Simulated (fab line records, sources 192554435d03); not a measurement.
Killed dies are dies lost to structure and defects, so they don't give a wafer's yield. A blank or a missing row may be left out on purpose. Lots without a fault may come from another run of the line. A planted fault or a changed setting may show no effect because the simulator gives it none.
Which tool did it? | flow n5_finfet | 24 lots, 72 wafers sampled, at 6 steps of a route of 1938

WHAT THE GAUGES READ, wafer by wafer
N5_BEOL_M0_SAQP_THK_MEAS_05.
lot  | measured     | on            | thk_nm (nm)
L074 | day 5 15:10  | film_metro-01 | 60.3 61.1 60.8
L075 | day 5 18:59  | film_metro-01 | 60.3 60.2 60.6
L076 | day 6 03:40  | film_metro-02 | 59.2 60.2 60.2
L077 | day 6 06:44  | film_metro-01 | 59.5 60.5 59.6
L078 | day 6 13:39  | film_metro-02 | 60.5 60.0 60.5
L079 | day 6 18:27  | film_metro-01 | 60.1 59.3 59.7
L080 | day 7 04:01  | film_metro-01 | 59.4 59.1 60.3
L081 | day 7 12:07  | film_metro-02 | 59.0 59.7 60.3
L082 | day 7 18:21  | film_metro-01 | 57.9 59.5 59.8
L083 | day 7 22:02  | film_metro-01 | 59.2 58.6 59.4
L084 | day 8 06:39  | film_metro-01 | 60.4 60.6 60.6
L085 | day 8 15:16  | film_metro-02 | 59.2 59.4 59.5
L086 | day 8 20:10  | film_metro-01 | 58.9 60.6 59.7
L087 | day 9 03:04  | film_metro-01 | 58.7 58.7 60.0
L088 | day 9 05:02  | film_metro-02 | 60.1 61.0 60.4
L089 | day 9 09:08  | film_metro-02 | 59.0 59.2 59.9
L090 | day 9 11:21  | film_metro-02 | 59.3 59.6 59.9
L092 | day 9 20:41  | film_metro-01 | 59.1 60.0 59.9
L091 | day 10 00:13 | film_metro-01 | 59.4 59.5 59.7
L093 | day 10 04:33 | film_metro-02 | 60.9 60.5 61.3
L094 | day 10 11:52 | film_metro-02 | 59.4 59.5 60.2
L095 | day 10 18:35 | film_metro-01 | 59.8 60.8 60.6
L096 | day 11 03:50 | film_metro-02 | 58.2 59.5 59.5
L097 | day 11 07:23 | film_metro-02 | 59.9 59.8 60.1

N5_BEOL_M0_CUTY_OVL_MEAS_58.
lot  | measured     | on         | M0_ABLK_OVL (nm)
L074 | day 5 22:11  | overlay-02 | -0.3 -1.7 -0.3
L075 | day 6 01:29  | overlay-02 | 0.6 0.0 0.6
L076 | day 6 09:55  | overlay-02 | -0.2 -0.6 0.2
L077 | day 6 12:47  | overlay-02 | -1.7 -0.7 -1.8
L078 | day 6 20:53  | overlay-01 | 0.7 0.5 0.5
L079 | day 7 01:50  | overlay-01 | -0.9 0.0 -0.1
L080 | day 7 14:34  | overlay-01 | -0.9 -1.9 -0.9
L081 | day 7 19:32  | overlay-02 | -0.3 -1.0 -0.9
L082 | day 8 00:22  | overlay-01 | -0.5 -1.4 -1.4
L083 | day 8 04:39  | overlay-01 | -0.6 -1.1 -1.7
L084 | day 8 12:48  | overlay-01 | -0.6 -0.5 0.2
L085 | day 8 23:48  | overlay-02 | -0.6 1.1 -0.2
L086 | day 9 04:28  | overlay-02 | -0.4 0.1 0.7
L087 | day 9 09:06  | overlay-02 | -1.1 -0.5 -0.3
L088 | day 9 11:24  | overlay-01 | -1.5 -1.3 -0.3
L089 | day 9 15:14  | overlay-02 | 1.4 -0.3 0.9
L090 | day 9 17:43  | overlay-02 | -2.0 -0.7 -0.8
L092 | day 10 02:33 | overlay-01 | -1.5 -0.8 -1.3
L091 | day 10 06:56 | overlay-02 | -1.0 -0.9 -1.5
L093 | day 10 11:00 | overlay-02 | -0.6 0.1 -0.7
L094 | day 10 18:44 | overlay-01 | -1.1 -1.6 -0.6
L095 | day 11 00:37 | overlay-01 | -0.7 -0.2 -1.2
L096 | day 11 09:46 | overlay-02 | -1.6 -1.1 -1.5
L097 | day 11 13:19 | overlay-02 | -0.1 -0.4 -0.1

WHICH TOOL RAN EACH LOT (tool, then ch and the chambers of the sampled wafers, then the start)
lot  | N5_BEOL_M0_SAQP_PECVD_03        | N5_BEOL_M0_SAQP_MANDREL_ETCH_20  | N5_BEOL_M0_SAQP_STRIP_108          | N5_BEOL_M0_SAQP_ETCH_88
L074 | pecvd-03 ch 1,2, day 5 14:58    | rie_si-02 ch 0,2,3, day 5 16:01  | rie_diel-02 ch 0,1,2, day 5 18:26  | rie_diel-04 ch 0,1, day 5 20:31
L075 | pecvd-01 ch 0,1,2, day 5 18:46  | rie_si-02 ch 1,2,3, day 5 19:59  | rie_diel-04 ch 2,3, day 5 22:13    | rie_diel-04 ch 0,3, day 5 23:46
L076 | pecvd-01 ch 0,1, day 6 03:27    | rie_si-01 ch 2,3, day 6 04:31    | rie_diel-04 ch 0,3, day 6 06:40    | rie_diel-06 ch 0,3, day 6 08:19
L077 | pecvd-04 ch 0,2, day 6 06:26    | rie_si-02 ch 0,2, day 6 07:35    | rie_diel-06 ch 0,2, day 6 09:53    | rie_diel-02 ch 1,2, day 6 11:35
L078 | pecvd-03 ch 0,1,2, day 6 13:27  | rie_si-03 ch 0,1, day 6 14:29    | rie_diel-02 ch 0,1,2, day 6 16:50  | rie_diel-02 ch 0,1, day 6 18:56
L079 | pecvd-01 ch 0,2, day 6 18:14    | rie_si-03 ch 0,3, day 6 19:50    | rie_diel-02 ch 0,2,3, day 6 22:07  | rie_diel-02 ch 1,2,3, day 7 00:39
L080 | pecvd-03 ch 1,2, day 7 03:49    | rie_si-02 ch 0,2,3, day 7 04:52  | rie_diel-06 ch 1,2, day 7 09:18    | rie_diel-02 ch 0,2,3, day 7 12:55
L081 | pecvd-04 ch 0,2, day 7 11:54    | rie_si-03 ch 0,1,2, day 7 13:10  | rie_diel-06 ch 0,3, day 7 15:50    | rie_diel-06 ch 0,1,3, day 7 17:23
L082 | pecvd-04 ch 0,1, day 7 18:08    | rie_si-03 ch 1,2, day 7 19:12    | rie_diel-06 ch 1,3, day 7 21:28    | rie_diel-06 ch 0,2,3, day 7 23:04
L083 | pecvd-01 ch 0,2, day 7 21:49    | rie_si-03 ch 0,1,2, day 7 22:58  | rie_diel-04 ch 0,1,3, day 8 01:35  | rie_diel-06 ch 0,2,3, day 8 03:22
L084 | pecvd-03 ch 1,2, day 8 06:26    | rie_si-02 ch 0,1, day 8 07:35    | rie_diel-06 ch 1,2, day 8 09:41    | rie_diel-06 ch 1,2,3, day 8 11:30
L085 | pecvd-04 ch 0,1,2, day 8 15:04  | rie_si-01 ch 0,1, day 8 16:14    | rie_diel-06 ch 1,2,3, day 8 18:26  | rie_diel-04 ch 1,3, day 8 21:22
L086 | pecvd-04 ch 0,2, day 8 19:58    | rie_si-03 ch 0,2,3, day 8 21:25  | rie_diel-02 ch 0,3, day 9 00:19    | rie_diel-06 ch 0,1, day 9 03:18
L087 | pecvd-04 ch 0,2, day 9 02:50    | rie_si-01 ch 2,3, day 9 03:57    | rie_diel-06 ch 1,2,3, day 9 06:04  | rie_diel-02 ch 1,2,3, day 9 07:48
L088 | pecvd-04 ch 0,1,2, day 9 04:50  | rie_si-01 ch 0,1, day 9 05:53    | rie_diel-02 ch 1,2,3, day 9 08:29  | rie_diel-04 ch 0,1,3, day 9 10:01
L089 | pecvd-04 ch 1,2, day 9 08:55    | rie_si-02 ch 0,1,2, day 9 09:58  | rie_diel-06 ch 1,2,3, day 9 12:07  | rie_diel-02 ch 0,1,2, day 9 13:56
L090 | pecvd-03 ch 0,1,2, day 9 11:08  | rie_si-03 ch 2,3, day 9 12:13    | rie_diel-02 ch 0,1,2, day 9 14:52  | rie_diel-06 ch 1,2, day 9 16:25
L092 | pecvd-04 ch 0, day 9 20:22      | rie_si-02 ch 0,1,2, day 9 21:31  | rie_diel-02 ch 0,1,2, day 9 23:40  | rie_diel-04 ch 0,1,3, day 10 01:22
L091 | pecvd-04 ch 0,1, day 9 23:55    | rie_si-03 ch 0,1,3, day 10 01:09 | rie_diel-04 ch 1,2,3, day 10 04:11 | rie_diel-06 ch 0,1,2, day 10 05:44
L093 | pecvd-01 ch 0,1, day 10 04:20   | rie_si-03 ch 0,3, day 10 05:17   | rie_diel-02 ch 1,2, day 10 08:05   | rie_diel-04 ch 1,3, day 10 09:37
L094 | pecvd-01 ch 0,1,2, day 10 11:39 | rie_si-02 ch 0,3, day 10 12:43   | rie_diel-04 ch 0,1,3, day 10 15:28 | rie_diel-06 ch 2,3, day 10 17:09
L095 | pecvd-03 ch 0,2, day 10 18:17   | rie_si-02 ch 0,1,2, day 10 19:25 | rie_diel-06 ch 2,3, day 10 21:31   | rie_diel-04 ch 0,2,3, day 10 23:10
L096 | pecvd-04 ch 0,2, day 11 03:32   | rie_si-03 ch 2,3, day 11 04:34   | rie_diel-04 ch 0,1,3, day 11 07:00 | rie_diel-02 ch 0,3, day 11 08:28
L097 | pecvd-04 ch 0,1,2, day 11 07:11 | rie_si-03 ch 0,2,3, day 11 08:14 | rie_diel-04 ch 1,2, day 11 10:34   | rie_diel-02 ch 1,2,3, day 11 12:01
- N5_BEOL_M0_SAQP_PECVD_03: deposits SiCN from 3MS/NH3, target thk 12 nm, time 21.1 s.
- N5_BEOL_M0_SAQP_MANDREL_ETCH_20: etches a-Si in HBr/Cl2, stops on SiNx, target depth 60 nm, bt time 10 s, time 30 s.
- N5_BEOL_M0_SAQP_STRIP_108: strips in N2/H2.
- N5_BEOL_M0_SAQP_ETCH_88: etches underlayer in N2/H2, target depth 6.5 nm, time 5.2 s.

WHAT THE TOOLS THEMSELVES READ (means of the sampled wafers that have a number; where no wafer has one, the mark that the record gives instead)
N5_BEOL_M0_SAQP_PECVD_03.
lot  | tool     | showerhead_plenum_p_Torr (Torr) | throttle_valve_pct (%)
L074 | pecvd-03 | 3.664                           | 8.5
L075 | pecvd-01 | 3.655                           | 8.9
L076 | pecvd-01 | 3.673                           | 9.3
L077 | pecvd-04 | 3.679                           | 8.9
L078 | pecvd-03 | 3.669                           | 8.8
L079 | pecvd-01 | 3.632                           | 9.1
L080 | pecvd-03 | 3.664                           | 8.4
L081 | pecvd-04 | 3.683                           | 9.1
L082 | pecvd-04 | 3.662                           | 9.6
L083 | pecvd-01 | 3.625                           | 8.9
L084 | pecvd-03 | 3.659                           | 8.4
L085 | pecvd-04 | 3.678                           | 9.3
L086 | pecvd-04 | 3.681                           | 9.2
L087 | pecvd-04 | 3.681                           | 9.3
L088 | pecvd-04 | 3.675                           | 9.3
L089 | pecvd-04 | 3.677                           | 9.4
L090 | pecvd-03 | 3.671                           | 9.1
L092 | pecvd-04 | 3.671                           | 8.9
L091 | pecvd-04 | 3.666                           | 9.5
L093 | pecvd-01 | 3.678                           | 9.4
L094 | pecvd-01 | 3.650                           | 9.1
L095 | pecvd-03 | 3.674                           | 8.8
L096 | pecvd-04 | 3.677                           | 8.5
L097 | pecvd-04 | 3.665                           | 9.0

N5_BEOL_M0_SAQP_MANDREL_ETCH_20.
lot  | tool      | HBr_flow_sccm (sccm) | drypump_motor_current_A (A) | oes_product_au (a.u.) | throttle_valve_pct (%)
L074 | rie_si-02 | 149.5                | 5.71                        | 0.784                 | 35.63
L075 | rie_si-02 | 150.2                | 5.80                        | 0.766                 | 35.50
L076 | rie_si-01 | 149.7                | 5.87                        | 0.771                 | 35.55
L077 | rie_si-02 | 150.0                | 5.70                        | 0.767                 | 35.73
L078 | rie_si-03 | 150.6                | 5.70                        | 0.781                 | 35.38
L079 | rie_si-03 | 149.8                | 5.82                        | 0.775                 | 35.59
L080 | rie_si-02 | 150.2                | 5.73                        | 0.771                 | 35.65
L081 | rie_si-03 | 149.9                | 5.61                        | 0.774                 | 35.53
L082 | rie_si-03 | 150.2                | 5.54                        | 0.769                 | 35.68
L083 | rie_si-03 | 149.7                | 5.62                        | 0.777                 | 35.54
L084 | rie_si-02 | 150.3                | 5.31                        | 0.784                 | 35.57
L085 | rie_si-01 | 150.3                | 5.43                        | 0.762                 | 35.52
L086 | rie_si-03 | 149.8                | 5.75                        | 0.774                 | 35.60
L087 | rie_si-01 | 150.2                | 5.77                        | 0.758                 | 35.74
L088 | rie_si-01 | 149.7                | 5.39                        | 0.771                 | 35.50
L089 | rie_si-02 | 150.1                | 5.57                        | 0.768                 | 35.59
L090 | rie_si-03 | 149.9                | 5.67                        | 0.770                 | 35.74
L092 | rie_si-02 | 150.1                | 5.55                        | 0.769                 | 35.58
L091 | rie_si-03 | 150.0                | 5.68                        | 0.768                 | 35.50
L093 | rie_si-03 | 150.0                | 5.81                        | 0.781                 | 35.58
L094 | rie_si-02 | 149.8                | 5.49                        | 0.781                 | 35.63
L095 | rie_si-02 | 150.4                | 5.58                        | 0.770                 | 35.57
L096 | rie_si-03 | 149.7                | 5.72                        | 0.767                 | 35.73
L097 | rie_si-03 | 150.0                | 5.74                        | 0.775                 | 35.60

N5_BEOL_M0_SAQP_STRIP_108.
lot  | tool        | drypump_motor_current_A (A) | oes_product_au (a.u.) | rf_vpp_V (V) | showerhead_plenum_p_Torr (Torr) | throttle_valve_pct (%)
L074 | rie_diel-02 | 5.79                        | 0.76                  | 121.4        | 3.31                            | 19.0
L075 | rie_diel-04 | 5.71                        | 0.89                  | 122.4        | 3.31                            | 18.6
L076 | rie_diel-04 | 5.62                        | 0.75                  | 122.9        | 3.40                            | 19.4
L077 | rie_diel-06 | 5.83                        | 0.71                  | 121.6        | 3.46                            | 18.9
L078 | rie_diel-02 | 5.77                        | 0.76                  | 122.2        | 3.31                            | 19.0
L079 | rie_diel-02 | 5.68                        | 0.75                  | 121.5        | 3.35                            | 19.0
L080 | rie_diel-06 | 5.86                        | 0.73                  | 122.7        | 3.48                            | 19.0
L081 | rie_diel-06 | 6.05                        | 0.77                  | 122.2        | 3.32                            | 19.0
L082 | rie_diel-06 | 6.02                        | 0.74                  | 122.8        | 3.39                            | 18.9
L083 | rie_diel-04 | 5.85                        | 0.81                  | 122.2        | 3.47                            | 19.3
L084 | rie_diel-06 | 5.85                        | 0.72                  | 122.9        | 3.48                            | 19.0
L085 | rie_diel-06 | 5.98                        | 0.75                  | 121.7        | 3.40                            | 19.0
L086 | rie_diel-02 | 5.77                        | 0.71                  | 122.3        | 3.40                            | 19.2
L087 | rie_diel-06 | 5.96                        | 0.74                  | 122.0        | 3.39                            | 19.0
L088 | rie_diel-02 | 5.62                        | 0.72                  | 121.9        | 3.33                            | 19.0
L089 | rie_diel-06 | 5.96                        | 0.74                  | 122.3        | 3.39                            | 19.0
L090 | rie_diel-02 | 5.78                        | 0.74                  | 122.3        | 3.30                            | 19.0
L092 | rie_diel-02 | 5.77                        | 0.74                  | 122.1        | 3.30                            | 19.0
L091 | rie_diel-04 | 5.86                        | 0.84                  | 122.2        | 3.39                            | 18.9
L093 | rie_diel-02 | 5.72                        | 0.72                  | 122.3        | 3.29                            | 19.0
L094 | rie_diel-04 | 5.85                        | 0.79                  | 123.0        | 3.46                            | 19.3
L095 | rie_diel-06 | 5.92                        | 0.74                  | 121.9        | 3.40                            | 19.1
L096 | rie_diel-04 | 5.86                        | 0.79                  | 122.0        | 3.45                            | 19.4
L097 | rie_diel-04 | 6.13                        | 0.90                  | 122.9        | 3.46                            | 18.8

N5_BEOL_M0_SAQP_ETCH_88.
lot  | tool        | drypump_motor_current_A (A) | etch_rf_on_time_s (s) | oes_product_au (a.u.) | rf_vpp_V (V) | showerhead_plenum_p_Torr (Torr) | throttle_valve_pct (%)
L074 | rie_diel-04 | 6.13                        | 5.08                  | 0.81                  | 528.1        | 2.69                            | 17.98
L075 | rie_diel-04 | 5.70                        | 5.12                  | 0.67                  | 525.8        | 2.62                            | 18.19
L076 | rie_diel-06 | 6.06                        | 5.31                  | 0.66                  | 523.8        | 2.52                            | 17.98
L077 | rie_diel-02 | 5.49                        | 5.18                  | 0.66                  | 522.0        | 2.48                            | 17.83
L078 | rie_diel-02 | 6.04                        | 5.27                  | 0.64                  | 523.4        | 2.53                            | 18.08
L079 | rie_diel-02 | 5.61                        | 5.31                  | 0.61                  | 523.7        | 2.53                            | 17.96
L080 | rie_diel-02 | 5.67                        | 5.26                  | 0.63                  | 525.3        | 2.54                            | 17.94
L081 | rie_diel-06 | 5.98                        | 5.22                  | 0.63                  | 524.8        | 2.56                            | 17.98
L082 | rie_diel-06 | 5.92                        | 5.20                  | 0.64                  | 524.2        | 2.57                            | 18.02
L083 | rie_diel-06 | 5.93                        | 5.20                  | 0.63                  | 525.2        | 2.57                            | 18.03
L084 | rie_diel-06 | 5.96                        | 5.23                  | 0.64                  | 523.8        | 2.57                            | 17.97
L085 | rie_diel-04 | 5.72                        | 5.12                  | 0.68                  | 524.2        | 2.58                            | 18.11
L086 | rie_diel-06 | 5.86                        | 5.25                  | 0.58                  | 526.2        | 2.61                            | 18.05
L087 | rie_diel-02 | 5.62                        | 5.22                  | 0.62                  | 524.1        | 2.52                            | 17.98
L088 | rie_diel-04 | 5.85                        | 5.13                  | 0.68                  | 524.9        | 2.62                            | 18.12
L089 | rie_diel-02 | 5.76                        | 5.23                  | 0.63                  | 523.4        | 2.50                            | 18.00
L090 | rie_diel-06 | 5.90                        | 5.21                  | 0.60                  | 525.6        | 2.62                            | 17.94
L092 | rie_diel-04 | 5.87                        | 5.08                  | 0.68                  | 526.7        | 2.62                            | 18.14
L091 | rie_diel-06 | 5.86                        | 5.18                  | 0.60                  | 525.8        | 2.62                            | 18.04
L093 | rie_diel-04 | 5.72                        | 5.12                  | 0.67                  | 526.2        | 2.57                            | 18.14
L094 | rie_diel-06 | 6.04                        | 5.28                  | 0.65                  | 523.6        | 2.51                            | 18.00
L095 | rie_diel-04 | 5.71                        | 5.18                  | 0.67                  | 523.0        | 2.55                            | 17.90
L096 | rie_diel-02 | 5.75                        | 5.17                  | 0.77                  | 524.7        | 2.58                            | 17.80
L097 | rie_diel-02 | 5.62                        | 5.25                  | 0.69                  | 522.5        | 2.51                            | 17.86

THE ANSWER, worked out from the rows above alone
Rule: what is usual is taken from the lots themselves. Put in order of their means at a reading, lots are off if they are a third of the lots or fewer, leave a main group of 4 or more, and stand apart from it by a gap of 3 or more times the standard deviation of the main group's means; of several such gaps the widest counts. A main group whose means are all the same, to the digits that the tables above print for the reading, isn't used. A lot without any number at a reading at which 4 lots or more have one is off too. The other lots that the step has rows for count as sound. The gauges are gone through in route order, then the tools' own readings, and for those a lot's mean is taken as printed above. The first step at which some lot is off is used, and at that step the reading that is off furthest; a lot without a number counts as furthest.
No lot is off at any reading shown: from this, nothing can be told.

WHAT THE SIMULATOR HAD PUT IN
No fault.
